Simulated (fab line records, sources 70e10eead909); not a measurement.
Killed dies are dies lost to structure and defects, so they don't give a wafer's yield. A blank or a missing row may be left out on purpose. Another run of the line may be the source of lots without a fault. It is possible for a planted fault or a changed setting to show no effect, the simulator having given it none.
Chamber matching :: flow nand_harc :: NHARC_A_M0_DEP_32 on pecvd-02 has 3 sister chambers
The step deposits SiCN, target thk 30 nm. 3 wafers are shown with their chamber, then 7 later ones without.

== WAFERS WITH THEIR CHAMBER ==
wafer: L634.4
chamber: 0
heater_power_w (W): 678

wafer: L638.1
chamber: 2
heater_power_w (W): 719

wafer: L638.2
chamber: 1
heater_power_w (W): 595

== WAFERS WHOSE CHAMBER IS MISSING ==
wafer: L638.5
heater_power_w (W): 586

wafer: L647.1
heater_power_w (W): 598

wafer: L647.2
heater_power_w (W): 726

wafer: L647.5
heater_power_w (W): 678

wafer: L655.2
heater_power_w (W): 658

wafer: L655.3
heater_power_w (W): 605

wafer: L655.6
heater_power_w (W): 669

== CHAMBER TAKEN BY EACH ==
wafer: L638.5
from the rows above: 1
in truth: 1

wafer: L647.1
from the rows above: 1
in truth: 1

wafer: L647.2
from the rows above: 2
in truth: 2

wafer: L647.5
from the rows above: 0
in truth: 0

wafer: L655.2
from the rows above: 0
in truth: 0

wafer: L655.3
from the rows above: 1
in truth: 1

wafer: L655.6
from the rows above: 0
in truth: 0
Correct placement for 7 of the 7. Number that these rows cannot place: 0. Placed wrongly: 0.
How it was worked out, from the rows above alone: a wafer's distance from a chamber is the root of the sum, over the readings, of the square of ((its reading less the chamber's mean) divided by the reading's scatter). If the next closest chamber is less than 2 further off than the closest, the wafer can't be placed; otherwise it belongs to the closest. For every chamber, the mean is computed from those of its wafers that are shown. The scatter: root of mean squared gap, hidden wafer to nearest shown wafer, with one shown wafer a chamber.
